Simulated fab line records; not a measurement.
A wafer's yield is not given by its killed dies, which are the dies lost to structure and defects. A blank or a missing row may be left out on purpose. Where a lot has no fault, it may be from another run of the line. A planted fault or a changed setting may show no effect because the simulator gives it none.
fab line records	flow nand-harc
[record] lots = 13	wafers = 39	last-day = 31
route steps=1302 shown A_CONTACT@1058 THIN_TSV@1263 END@1302
lots untouched by any fault: they come from a run of this same line in which no faults occurred
start-h: hours from the record's opening day to when the first of the lot's shown wafers began	wait-h: time in hours since the lot's previous step	" repeats the value in the row above	L1.1+2: a single row standing in for several wafers	- value missing, or start not given	* or withheld: withheld	< > ~ a bound
route shown NAME@n: a module of which the file shows steps, and the number in the route of the first	usual: the fault-free wafers' mean and standard deviation	same: alike in all rows	chamber/n: place in a boat	sites: each site's reading	_std_site: standard deviation of those values	_edge_site: the outer-site mean with the inner-site mean subtracted	radius-mm: how far each site lies from the wafer's centre	mask NAME#n: copy n	behind: the most recent tool/chamber to have shaped the wafer	hold: why the lot went on hold/how many hours it stayed there/how the hold came to an end	device: whichever transistor did not switch (one of n, p or np)	end of line: the same wafers' tests at the end of the route	for a step that has no rows: nothing shown but its recipe	killed: not the wafer's yield, but the dies lost to structure and defects at the first sort	map: a wafer's dies, x killed, . not, _ none there
set.NAME: setting as actually run; set.NAME@STEP: the setting as run at that earlier step	model.NAME: the simulator's own value behind a step, which no gauge read
one table for each step of the route and one row for each wafer, over a sample of lots
services: from which hour (start-h, from the record's first day; less than 0 if before it) a tool's chamber was out of use, for how many hours, and why
[[steps]]
[step NHARC_A_CONTACT_ETCH_97]
[recipe] target-depth-a = 200	over-etch-frac = 0.5	time-s = 10	ion-energy-ev = 250	c4f6-flow-sccm = 25	o2-flow-sccm = 20	ar-flow-sccm = 500	rf-w = 600	bias-w = 500	chemistry = C4F6/O2
[usual] drypump-motor-current-A = 5.8/0.4	oes-product-au = 0.954/0.02	rf-vpp-V = 545.4/2.2	showerhead-plenum-p-Torr = 3.85/0.1	throttle-valve-pct = 26.904/0.0089
lot.wafer	tool	chamber	start-h	wait-h	drypump-motor-current-A	oes-product-au	rf-hours-counter-h	rf-vpp-V	showerhead-plenum-p-Torr	throttle-valve-pct
L829.2	rie-diel-03	3	522.77	-	5.1	0.976	18	544.5	3.83	26.904
L829.4	"	0	"	"	6.1	0.952	21	547.6	3.92	26.908
L829.1	"	1	"	"	5.8	0.976	23	551.9	4.21	26.908
L830.3	rie-diel-08	2	525.30	0.1	6.0	0.930	22	545.6	3.85	26.910
L830.6	"	3	"	"	6.2	0.956	-	545.2	3.79	26.900
L830.5	"	0	"	"	5.9	0.964	-	544.6	3.82	26.906
L832.1	rie-diel-08	3	533.44	0.1	6.2	0.961	28	544.5	3.79	26.924
L832.3	"	0	"	"	5.9	0.972	28	545.6	3.82	26.906
L832.2	"	2	"	"	6.0	0.944	26	546.0	3.85	26.908
L833.4	rie-diel-03	2	556.92	-	5.5	0.951	35	546.0	3.88	26.913
L833.1	"	3	"	"	5.1	0.928	28	545.5	3.83	26.912
L833.2	"	1	"	"	5.8	0.943	36	552.5	4.20	26.909
L834.2	rie-diel-08	2	559.81	0.1	6.0	0.939	1	544.7	3.85	26.908
L834.6	"	3	"	"	6.2	0.942	-	543.4	3.79	26.902
L834.5	"	0	"	"	5.9	0.937	-	543.8	3.82	26.909
L835.3	rie-diel-08	1	583.08	-	5.9	0.956	1	545.9	3.82	26.913
L835.4	"	3	"	"	6.2	0.947	6	544.1	3.79	26.905
L835.5	"	2	"	"	6.0	0.946	-	546.0	3.85	26.891
L837.4	rie-diel-08	0	604.70	-	5.9	0.961	13	545.5	3.81	26.904
L837.1	"	2	"	"	6.0	0.939	12	544.7	3.84	26.902
L837.5	"	0	"	"	5.9	0.946	-	542.6	3.81	26.898
L839.2	rie-diel-02	1	615.79	-	6.2	0.991	20	551.3	4.15	26.908
L839.5	"	3	"	"	5.2	1.001	-	543.7	3.79	26.902
L839.6	"	0	"	"	5.2	1.002	-	547.5	3.91	26.911
L841.1	rie-diel-08	1	622.73	-	5.9	0.937	13	544.8	3.81	26.905
L841.2	"	0	"	"	5.9	0.943	17	544.2	3.81	26.901
L841.5	"	1	"	"	5.9	0.957	-	545.6	3.81	26.890
L844.4	rie-diel-08	1	658.20	-	5.9	0.937	19	545.8	3.81	26.906
L844.3	"	2	"	"	6.0	0.936	23	545.5	3.84	26.912
L844.6	"	1	"	"	5.9	0.944	-	544.4	3.81	26.896
L843.4	rie-diel-03	2	658.93	-	5.5	0.932	6	545.5	3.87	26.889
L843.6	"	2	"	"	5.5	0.930	-	545.1	3.87	26.906
L843.5	"	3	"	"	5.1	0.936	-	545.5	3.82	26.918
L846.3	rie-diel-08	2	675.71	-	6.0	0.954	25	545.0	3.84	26.888
L846.1	"	3	"	"	6.2	0.949	25	544.5	3.77	26.901
L846.2	"	0	"	"	5.9	0.953	24	544.5	3.80	26.898
L845.1	rie-diel-08	1	682.54	-	5.9	0.944	21	544.9	3.80	26.886
L845.2	"	2	"	"	6.0	0.953	25	544.8	3.84	26.907
L845.6	"	0	"	"	5.9	0.943	-	542.3	3.80	26.911
[step NHARC_THIN_TSV_ETCH_15]
[recipe] target-depth-a = 30000	bosch-target-overetch-cycles = 2	bosch-etch-step-s = 2.8	bosch-dep-step-s = 1.2	bosch-cycles = 14
[usual] drypump-motor-current-A = 5.8/0.39
lot.wafer	tool	chamber	start-h	wait-h	drypump-motor-current-A	rf-hours-counter-h
L829.4	rie-si-02	0	563.86	-	5.7	0.72
L829.2	"	2	"	"	5.6	0.75
L829.1	"	3	"	"	6.2	0.69
L830.3	rie-si-06	3	566.17	-	6.3	0.72
L830.5	"	3	"	"	6.3	-
L830.6	"	0	"	"	5.4	-
L832.2	rie-si-02	3	574.57	-	6.2	0.85
L832.1	"	1	"	"	5.6	0.89
L832.3	"	2	"	"	5.6	0.87
L833.1	rie-si-01	2	601.26	-	5.3	0.21
L833.4	"	3	"	"	6.5	0.19
L833.2	"	0	"	"	5.7	0.15
L834.2	rie-si-06	1	602.75	-	6.2	0.91
L834.5	"	1	"	"	6.2	-
L834.6	"	2	"	"	6.0	-
L835.4	rie-si-02	0	626.67	-	5.7	1.18
L835.3	"	1	"	"	5.6	1.16
L835.5	"	0	"	"	5.6	-
L837.1	rie-si-01	3	648.53	-	6.4	0.58
L837.4	"	1	"	"	5.7	0.50
L837.5	"	0	"	"	5.7	-
L839.2	rie-si-01	3	660.22	-	6.4	0.65
L839.6	"	2	"	"	5.3	-
L839.5	"	3	"	"	6.5	-
L841.1	rie-si-01	2	671.73	-	5.3	0.77
L841.2	"	3	"	"	6.4	0.71
L841.5	"	2	"	"	5.3	-
L844.3	rie-si-02	1	697.85	-	5.6	0.35
L844.6	"	3	"	"	6.2	-
L844.4	"	1	"	"	5.6	-
L843.4	rie-si-06	3	699.01	-	6.3	0.44
L843.6	"	3	"	"	6.3	-
L843.5	"	0	"	"	5.4	-
L846.3	rie-si-02	0	720.33	-	5.7	0.33
L846.1	"	1	"	"	5.6	0.50
L846.2	"	2	"	"	5.6	0.54
L845.1	rie-si-06	3	721.41	-	6.3	0.56
L845.2	"	0	"	"	5.4	0.64
L845.6	"	3	"	"	6.3	-
[step NHARC_THIN_TSV_STRIP_45]
[recipe] power-w = 1500	temp-c = 250	chemistry = O2
[usual] drypump-motor-current-A = 5.4/0.45	heater-power-w = 387/38
lot.wafer	tool	chamber	start-h	wait-h	drypump-motor-current-A	heater-power-w	rf-hours-counter-h
L829.1	plasma-asher-02	1	564.08	0.1	4.9	412	28
L829.2	"	0	"	"	5.4	411	28
L829.4	"	1	"	"	4.9	408	-
L830.3	plasma-asher-01	1	566.48	0.2	5.9	396	-
L830.5	"	1	"	"	5.9	393	-
L830.6	"	0	"	"	6.1	319	-
L832.2	plasma-asher-01	1	574.79	0.1	6.0	402	11
L832.1	"	0	"	"	6.1	315	11
L832.3	"	1	"	"	5.9	397	-
L833.2	plasma-asher-02	1	601.48	0.1	4.9	411	32
L833.1	"	0	"	"	5.4	407	32
L833.4	"	1	"	"	4.9	405	-
L834.2	plasma-asher-02	1	602.97	0.1	4.9	424	32
L834.5	"	1	"	"	4.9	406	-
L834.6	"	0	"	"	5.4	417	-
L835.3	plasma-asher-02	1	626.99	0.2	4.9	424	-
L835.4	"	0	"	"	5.4	379	-
L835.5	"	0	"	"	5.4	365	-
L837.1	plasma-asher-01	0	648.80	0.1	6.1	308	29
L837.4	"	0	"	"	6.1	318	-
L837.5	"	0	"	"	6.1	315	-
L839.2	plasma-asher-01	0	660.47	0.1	6.1	317	33
L839.6	"	1	"	"	5.9	397	-
L839.5	"	0	"	"	6.1	314	-
L841.2	plasma-asher-02	0	671.95	0.1	5.4	383	12
L841.1	"	1	"	"	4.9	441	12
L841.5	"	0	"	"	5.4	374	-
L844.4	plasma-asher-02	0	698.94	0.9	5.4	363	-
L844.3	"	1	"	"	4.9	420	-
L844.6	"	1	"	"	4.9	421	-
L843.4	plasma-asher-02	1	700.38	1.2	4.9	426	-
L843.5	"	1	"	"	4.9	427	-
L843.6	"	0	"	"	5.4	378	-
L846.2	plasma-asher-01	1	720.55	0.1	5.9	389	2
L846.1	"	0	"	"	6.1	321	2
L846.3	"	0	"	"	6.1	322	-
L845.2	plasma-asher-02	0	721.61	0.1	5.4	387	26
L845.1	"	1	"	"	4.9	430	26
L845.6	"	1	"	"	4.9	429	-
[step NHARC_THIN_TSV_CD_MEAS_33]
[recipe] target-cd-nm = 5000	landing-energy-ev = 500
[usual] cd-nm = 4999.7/1.9
lot.wafer	tool	chamber	start-h	wait-h	cd-nm
L829.1	cd-sem-03	0	568.95	-	5000.6
L829.2	"	0	"	"	4999.5
L829.4	"	0	"	"	5001.2
L830.3	cd-sem-02	0	571.13	-	4997.3
L830.5	"	0	"	"	5000.7
L830.6	"	0	"	"	4998.0
L832.1	cd-sem-03	0	579.66	-	5000.8
L832.2	"	0	"	"	4996.9
L832.3	"	0	"	"	4996.0
L833.1	cd-sem-01	0	606.37	-	4998.6
L833.2	"	0	"	"	4999.9
L833.4	"	0	"	"	4997.8
L834.2	cd-sem-02	0	607.86	-	5002.5
L834.5	"	0	"	"	5001.2
L834.6	"	0	"	"	5000.6
L835.3	cd-sem-03	0	631.64	-	4997.9
L835.4	"	0	"	"	4998.3
L835.5	"	0	"	"	5000.6
L837.1	cd-sem-01	0	653.49	-	4996.6
L837.4	"	0	"	"	5000.1
L837.5	"	0	"	"	4997.2
L839.2	cd-sem-01	0	665.28	-	4998.7
L839.5	"	0	"	"	4998.1
L839.6	"	0	"	"	5000.9
L841.1	cd-sem-02	0	676.69	-	5000.1
L841.2	"	0	"	"	5000.5
L841.5	"	0	"	"	5001.7
L844.3	cd-sem-03	0	704.15	-	4995.6
L844.4	"	0	"	"	4995.9
L844.6	"	0	"	"	4998.4
L843.4	cd-sem-01	0	705.19	-	5002.0
L843.5	"	0	"	"	5001.3
L843.6	"	0	"	"	5001.1
L846.1	cd-sem-02	0	725.41	-	4999.6
L846.2	"	0	"	"	5000.4
L846.3	"	0	"	"	5002.7
L845.1	cd-sem-01	0	726.46	-	4999.0
L845.2	"	0	"	"	5001.2
L845.6	"	0	"	"	5002.2
[step NHARC_END_SORT_01]
[recipe] temp-c = 25
[usual] killed-at-array = 64/18	killed-at-other = 0.8/1.1	killed-at-periphery = 3.8/2.7	killed-dies = 68/18	killed-open = 3.3/1.9	killed-short = 2.3/1.8
[same] gross-dies = 677
lot.wafer	tool	chamber	start-h	wait-h	killed-at-array	killed-at-other	killed-at-periphery	killed-dies	killed-open	killed-short
L829.1	prober-02	0	576.89	2.5	51	1	5	57	2	3
L829.2	prober-02	0	577.69	2.8	58	0	7	65	7	1
L829.4	prober-02	0	579.29	3.4	80	1	4	85	0	4
L833.1	prober-01	0	615.72	2.5	80	0	3	83	2	2
L833.2	prober-01	0	616.51	2.8	85	1	1	87	1	0
L833.4	prober-01	0	618.11	3.4	92	0	1	93	4	4
L834.2	prober-02	0	616.57	2.8	56	0	3	59	4	3
L834.5	prober-02	0	619.00	3.7	65	2	2	69	1	2
L834.6	prober-02	0	619.81	4.1	59	0	2	61	2	0
L835.3	prober-01	0	642.29	3.1	62	3	11	76	2	1
L835.4	prober-01	0	643.09	3.4	63	3	9	75	8	2
L835.5	prober-01	0	643.90	3.7	65	4	2	71	4	4
L837.1	prober-02	0	665.72	2.5	71	0	1	72	3	1
L837.4	prober-02	0	668.07	3.4	82	1	0	83	3	3
L837.5	prober-02	0	668.86	3.6	72	1	5	78	4	2
L839.2	prober-01	0	675.36	2.8	71	0	0	71	3	3
L839.5	prober-01	0	677.74	3.7	53	0	4	57	3	0
L839.6	prober-01	0	678.53	4.0	56	0	4	60	3	1
L841.1	prober-01	0	686.13	2.5	75	0	7	82	3	0
L841.2	prober-01	0	686.93	2.8	64	0	5	69	0	1
L841.5	prober-01	0	689.32	3.7	69	0	7	76	2	1
L844.3	prober-01	0	714.91	3.1	52	1	4	57	3	2
L844.4	prober-01	0	715.70	3.4	56	0	7	63	7	1
L844.6	prober-01	0	717.29	4.0	48	1	9	58	6	3
L843.4	prober-02	0	715.63	3.4	61	1	2	64	2	3
L843.5	prober-02	0	716.44	3.7	44	0	2	46	5	1
L843.6	prober-02	0	717.24	4.0	47	1	1	49	3	4
L846.1	prober-02	0	735.98	2.5	136	0	1	137	3	2
L846.2	prober-02	0	736.77	2.8	95	0	3	98	3	2
L846.3	prober-02	0	737.57	3.1	138	0	0	138	2	0
L845.1	prober-01	0	735.99	2.5	133	1	2	136	4	0
L845.2	prober-01	0	736.77	2.8	145	1	0	146	2	1
L845.6	prober-01	0	739.89	3.9	101	3	3	107	3	4
// killed by level:class
L829.1 A_CHANNEL_HOLE_D2:chamber-film-flake=23 A_CHANNEL_HOLE_D1:chamber-film-flake=19 A_CONTACT:chamber-film-flake=3 P_CONTACT:chamber-film-flake=2 A_DECK1_JOINT:chamber-film-flake=2 A_WL_FILL:chamber-film-flake=2 P_STI:geometric-particle:short=1 P_CONTACT:geometric-particle:short=1
L829.2 A_CHANNEL_HOLE_D2:chamber-film-flake=25 A_CHANNEL_HOLE_D1:chamber-film-flake=21 A_CONTACT:chamber-film-flake=4 P_M1:geometric-particle:open=2 A_WL_FILL:chamber-film-flake=2 P_M0:geometric-particle:open=1 P_M2:geometric-particle:open=1 A_CHANNEL_HOLE_D1:geometric-particle:open=1
L829.4 A_CHANNEL_HOLE_D2:chamber-film-flake=43 A_CHANNEL_HOLE_D1:chamber-film-flake=22 A_SLIT:chamber-film-flake=3 A_STAIRCASE:chamber-film-flake=3 A_WL_FILL:chamber-film-flake=3 P_CONTACT:chamber-film-flake=2 A_ONON_D1:geometric-particle:short=1 A_CHANNEL_FILL_D1:geometric-particle:short=1
L833.1 A_SLIT:chamber-film-flake=28 A_CHANNEL_HOLE_D2:chamber-film-flake=26 A_CHANNEL_HOLE_D1:chamber-film-flake=14 A_STAIRCASE:chamber-film-flake=4 A_CONTACT:chamber-film-flake=4 A_ONON_D1:geometric-particle:open=1 A_ONON_D2:geometric-particle:short=1 A_CHANNEL_HOLE_D2:geometric-particle:open=1
L833.2 A_CHANNEL_HOLE_D2:chamber-film-flake=27 A_SLIT:chamber-film-flake=25 A_CHANNEL_HOLE_D1:chamber-film-flake=22 A_CONTACT:chamber-film-flake=5 A_STAIRCASE:chamber-film-flake=3 A_M1:geometric-particle:open=1 P_GATE:chamber-film-flake=1 A_DECK1_JOINT:chamber-film-flake=1
L834.2 A_SLIT:chamber-film-flake=27 A_STAIRCASE:chamber-film-flake=8 A_CHANNEL_HOLE_D2:chamber-film-flake=6 A_CONTACT:chamber-film-flake=5 A_CHANNEL_HOLE_D1:chamber-film-flake=3 P_ZERO_WELL:chamber-film-flake=2 P_M2:geometric-particle:open=1 A_ONON_D1:geometric-particle:short=1
L833.4 A_CHANNEL_HOLE_D2:chamber-film-flake=29 A_SLIT:chamber-film-flake=29 A_CHANNEL_HOLE_D1:chamber-film-flake=23 A_CHANNEL_HOLE_D1:geometric-particle:open=2 P_M0:geometric-particle:open=1 A_ONON_D1:geometric-particle:open=1 A_CHANNEL_HOLE_D1:geometric-particle:short=1 A_ONON_D2:geometric-particle:short=1
L834.5 A_SLIT:chamber-film-flake=27 A_CHANNEL_HOLE_D2:chamber-film-flake=14 A_STAIRCASE:chamber-film-flake=7 A_CHANNEL_HOLE_D1:chamber-film-flake=6 A_CONTACT:chamber-film-flake=6 THIN_TSV:chamber-film-flake=2 P_CONTACT:geometric-particle:short=1 A_SGD_CUT:geometric-particle:open=1
L834.6 A_SLIT:chamber-film-flake=26 A_CHANNEL_HOLE_D2:chamber-film-flake=16 A_STAIRCASE:chamber-film-flake=6 A_CONTACT:chamber-film-flake=3 A_WL_FILL:chamber-film-flake=3 A_CHANNEL_HOLE_D1:chamber-film-flake=2 A_M0:geometric-particle:open=1 A_M1:geometric-particle:open=1
L835.3 A_CHANNEL_HOLE_D1:chamber-film-flake=32 A_CHANNEL_HOLE_D2:chamber-film-flake=19 A_CONTACT:chamber-film-flake=5 P_GATE:chamber-film-flake=3 P_M0:chamber-film-flake=3 P_BONDPAD:chamber-film-flake=3 A_BONDPAD:chamber-film-flake=2 THIN_TSV:chamber-film-flake=2
L835.4 A_CHANNEL_HOLE_D1:chamber-film-flake=36 A_CHANNEL_HOLE_D2:chamber-film-flake=11 P_GATE:chamber-film-flake=7 A_SLIT:chamber-film-flake=5 A_ONON_D1:geometric-particle:open=2 A_WL_FILL:geometric-particle:open=2 P_CONTACT:geometric-particle:open=1 P_M0:geometric-particle:open=1
L835.5 A_CHANNEL_HOLE_D1:chamber-film-flake=33 A_CHANNEL_HOLE_D2:chamber-film-flake=9 A_SLIT:chamber-film-flake=5 HYBRID_BOND:chamber-film-flake=3 A_CHANNEL_FILL_D1:geometric-particle:short=2 A_ONON_D2:geometric-particle:open=2 A_WL_FILL:geometric-particle:short=2 A_STAIRCASE:chamber-film-flake=2
L837.1 A_SLIT:chamber-film-flake=31 A_CHANNEL_HOLE_D1:chamber-film-flake=28 A_CHANNEL_FILL_D2:geometric-particle:open=2 A_DECK1_JOINT:chamber-film-flake=2 A_CHANNEL_HOLE_D2:chamber-film-flake=2 A_CONTACT:chamber-film-flake=2 A_BLC:chamber-film-flake=2 P_GATE:geometric-particle:open=1
L837.4 A_SLIT:chamber-film-flake=38 A_CHANNEL_HOLE_D1:chamber-film-flake=27 A_CONTACT:chamber-film-flake=5 A_WL_FILL:chamber-film-flake=3 A_ONON_D1:geometric-particle:short=1 A_CHANNEL_FILL_D1:geometric-particle:open=1 A_ONON_D2:geometric-particle:short=1 A_CONTACT:geometric-particle:short=1
L837.5 A_CHANNEL_HOLE_D1:chamber-film-flake=33 A_SLIT:chamber-film-flake=25 A_CHANNEL_HOLE_D2:unspecified=4 P_GATE:chamber-film-flake=2 A_BLC:chamber-film-flake=2 P_STI:geometric-particle:short=1 P_CONTACT:geometric-particle:open=1 A_CHANNEL_HOLE_D1:geometric-particle:open=1
L839.2 A_SLIT:chamber-film-flake=40 A_CHANNEL_HOLE_D2:chamber-film-flake=12 A_STAIRCASE:chamber-film-flake=4 A_M0:geometric-particle:open=2 A_DECK1_JOINT:chamber-film-flake=2 A_WL_FILL:chamber-film-flake=2 A_CHANNEL_FILL_D1:geometric-particle:short=1 A_CHANNEL_FILL_D2:geometric-particle:open=1
L839.5 A_SLIT:chamber-film-flake=25 A_CHANNEL_HOLE_D2:chamber-film-flake=16 A_CHANNEL_HOLE_D1:chamber-film-flake=4 A_STAIRCASE:chamber-film-flake=4 P_CONTACT:geometric-particle:open=2 A_BLC:chamber-film-flake=2 P_M2:geometric-particle:open=1 P_ZERO_WELL:chamber-film-flake=1
L839.6 A_SLIT:chamber-film-flake=26 A_CHANNEL_HOLE_D2:chamber-film-flake=12 A_CHANNEL_HOLE_D1:chamber-film-flake=8 A_CONTACT:chamber-film-flake=3 P_GATE:chamber-film-flake=2 A_BLC:chamber-film-flake=2 P_GATE:geometric-particle:open=1 A_CHANNEL_FILL_D1:geometric-particle:open=1
L841.1 A_SLIT:chamber-film-flake=28 A_CHANNEL_HOLE_D1:chamber-film-flake=27 A_CHANNEL_HOLE_D2:chamber-film-flake=11 P_CONTACT:chamber-film-flake=6 A_CHANNEL_FILL_D2:chamber-film-flake=3 A_BLC:chamber-film-flake=3 P_GATE:geometric-particle:open=1 A_CHANNEL_HOLE_D2:geometric-particle:open=1
L841.2 A_CHANNEL_HOLE_D1:chamber-film-flake=29 A_SLIT:chamber-film-flake=19 A_CHANNEL_HOLE_D2:chamber-film-flake=12 P_GATE:chamber-film-flake=2 P_CONTACT:chamber-film-flake=2 A_SOURCE_PLATE:geometric-particle:short=1 P_STI:chamber-film-flake=1 A_BLC:chamber-film-flake=1
L841.5 A_CHANNEL_HOLE_D1:chamber-film-flake=28 A_SLIT:chamber-film-flake=25 A_CHANNEL_HOLE_D2:chamber-film-flake=10 P_CONTACT:chamber-film-flake=6 A_BLC:chamber-film-flake=2 P_M0:geometric-particle:open=1 A_ONON_D1:geometric-particle:open=1 A_CHANNEL_HOLE_D2:geometric-particle:short=1
L844.3 A_SLIT:chamber-film-flake=33 A_CHANNEL_HOLE_D1:chamber-film-flake=8 A_CONTACT:chamber-film-flake=5 P_M1:chamber-film-flake=3 P_M0:geometric-particle:open=1 A_CHANNEL_FILL_D1:geometric-particle:short=1 A_ONON_D2:geometric-particle:open=1 A_CHANNEL_FILL_D2:geometric-particle:open=1
L843.4 A_CHANNEL_HOLE_D2:chamber-film-flake=19 A_CHANNEL_HOLE_D1:chamber-film-flake=11 A_SLIT:chamber-film-flake=9 A_CHANNEL_FILL_D1:chamber-film-flake=4 A_DECK1_JOINT:chamber-film-flake=4 A_CONTACT:chamber-film-flake=4 A_CHANNEL_FILL_D2:chamber-film-flake=2 A_WL_FILL:chamber-film-flake=2
L844.4 A_SLIT:chamber-film-flake=32 A_CHANNEL_HOLE_D1:chamber-film-flake=11 P_M1:chamber-film-flake=3 A_CONTACT:chamber-film-flake=3 P_GATE:chamber-film-flake=2 P_M1:geometric-particle:open=1 A_ONON_D1:geometric-particle:open=1 A_CHANNEL_FILL_D1:geometric-particle:open=1
L843.5 A_CHANNEL_HOLE_D2:chamber-film-flake=26 A_CONTACT:chamber-film-flake=5 A_SLIT:chamber-film-flake=3 A_CHANNEL_FILL_D2:geometric-particle:open=2 P_M2:geometric-particle:short=1 A_CHANNEL_FILL_D1:geometric-particle:open=1 A_DECK1_JOINT:geometric-particle:open=1 A_M0:geometric-particle:open=1
L843.6 A_CHANNEL_HOLE_D2:chamber-film-flake=25 A_CHANNEL_HOLE_D1:chamber-film-flake=6 A_CHANNEL_FILL_D1:chamber-film-flake=3 A_SLIT:chamber-film-flake=3 A_CONTACT:chamber-film-flake=2 A_WL_FILL:chamber-film-flake=2 P_CONTACT:geometric-particle:open=1 A_CHANNEL_HOLE_D1:geometric-particle:short=1
L844.6 A_SLIT:chamber-film-flake=21 A_CHANNEL_HOLE_D1:chamber-film-flake=8 P_M1:chamber-film-flake=5 A_CONTACT:chamber-film-flake=3 A_WL_FILL:geometric-particle:open=2 P_ZERO_WELL:chamber-film-flake=2 A_CHANNEL_HOLE_D2:chamber-film-flake=2 A_STAIRCASE:chamber-film-flake=2
L846.1 A_CONTACT:unspecified=66 A_CHANNEL_HOLE_D1:chamber-film-flake=36 A_CHANNEL_HOLE_D2:chamber-film-flake=19 A_SLIT:chamber-film-flake=5 A_STAIRCASE:chamber-film-flake=3 A_CHANNEL_FILL_D1:chamber-film-flake=2 P_CONTACT:geometric-particle:short=1 A_ONON_D1:geometric-particle:open=1
L845.1 A_CONTACT:unspecified=67 A_SLIT:chamber-film-flake=28 A_CHANNEL_HOLE_D2:chamber-film-flake=24 A_CONTACT:chamber-film-flake=5 A_STAIRCASE:chamber-film-flake=2 A_ONON_D1:geometric-particle:open=1 A_CHANNEL_FILL_D1:geometric-particle:open=1 A_CHANNEL_HOLE_D2:geometric-particle:open=1
L845.2 A_CONTACT:unspecified=73 A_SLIT:chamber-film-flake=28 A_CHANNEL_HOLE_D2:chamber-film-flake=27 A_CHANNEL_HOLE_D1:chamber-film-flake=7 A_CONTACT:chamber-film-flake=5 A_STAIRCASE:geometric-particle:open=1 A_WL_FILL:geometric-particle:short=1 A_CONTACT:geometric-particle:open=1
L846.2 A_CHANNEL_HOLE_D1:chamber-film-flake=32 A_CONTACT:unspecified=32 A_CHANNEL_HOLE_D2:chamber-film-flake=18 A_SLIT:chamber-film-flake=5 A_STAIRCASE:chamber-film-flake=3 P_M0:geometric-particle:open=2 A_WL_FILL:chamber-film-flake=2 P_CONTACT:geometric-particle:short=1
L846.3 A_CONTACT:unspecified=74 A_CHANNEL_HOLE_D1:chamber-film-flake=27 A_CHANNEL_HOLE_D2:chamber-film-flake=25 A_SLIT:chamber-film-flake=5 A_STAIRCASE:chamber-film-flake=2 A_M0:chamber-film-flake=2 A_ONON_D1:geometric-particle:open=1 A_CHANNEL_FILL_D1:geometric-particle:open=1
L845.6 A_CONTACT:unspecified=36 A_SLIT:chamber-film-flake=23 A_CHANNEL_HOLE_D2:chamber-film-flake=22 A_CONTACT:chamber-film-flake=7 A_CHANNEL_HOLE_D1:chamber-film-flake=5 THIN_TSV:chamber-film-flake=2 P_CONTACT:geometric-particle:short=1 P_M2:geometric-particle:open=1
[[services]]
tool	chamber	start-h	hours	kind
rie-si-06	0	498.94	1.2	repair
rie-diel-02	-	504.80	1.1	repair
rie-diel-08	1	515.47	58.7	repair
plasma-asher-01	-	519.39	9.0	pm
rie-diel-08	-	544.80	9.0	pm
rie-si-01	-	547.00	9.0	pm
rie-diel-03	3	547.96	7.7	repair
plasma-asher-02	-	564.40	19.4	repair
rie-si-02	1	575.95	4.8	repair
rie-diel-08	0	590.40	1.3	repair
plasma-asher-01	-	592.51	1.7	repair
rie-si-06	-	603.00	9.0	pm
plasma-asher-02	-	603.25	9.0	pm
rie-diel-03	1	604.28	7.1	repair
rie-si-02	-	631.00	9.0	pm
rie-diel-03	-	636.16	9.0	pm
rie-si-02	0	679.54	21.8	repair
plasma-asher-01	-	696.39	9.0	pm
rie-si-06	1	703.15	1.4	repair
rie-diel-03	3	705.00	14.9	repair
rie-si-06	1	710.96	8.5	repair
rie-diel-03	0	714.15	7.5	repair
rie-si-01	2	717.24	2.8	repair
rie-diel-08	-	721.80	9.0	pm
[[key]]
[first-sign] step = NHARC_END_SORT_01	reading = killed-at-array	direction = up	sigmas = 3.4	usual = 64	struck = 125	wafers-moved = 4
[effect] step = NHARC_END_SORT_01	reading = killed-dies	direction = up	sigmas = 3.3	usual = 68	struck = 127	wafers-moved = 4
[more-kills-born-at] NHARC_A_CONTACT_ETCH_97@rie-diel-08 = 348
met-at NHARC_A_CONTACT_ETCH_97
struck-lots L845,L846
tester-left-out L845,L846
not-acting-at NHARC_THIN_TSV_ETCH_15,NHARC_THIN_TSV_STRIP_45,NHARC_THIN_TSV_CD_MEAS_33
onset-between 658.20 675.71
also-fits time
[fault] kind = chamber-particle-source	tool = rie-diel-08	chamber = -	onset-h = 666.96	steps = NHARC_A_CONTACT_ETCH_97	rate-per-visit-cm2 = 0.4735	end-h = 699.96
// tester-left-out: of these lots the tester's yield and bins aren't shown, on N5 and GAA mostly nor the transistor test; their killed dies are dies lost to structure and defects alone, not to doping, threshold or leakage, so they don't give the yield
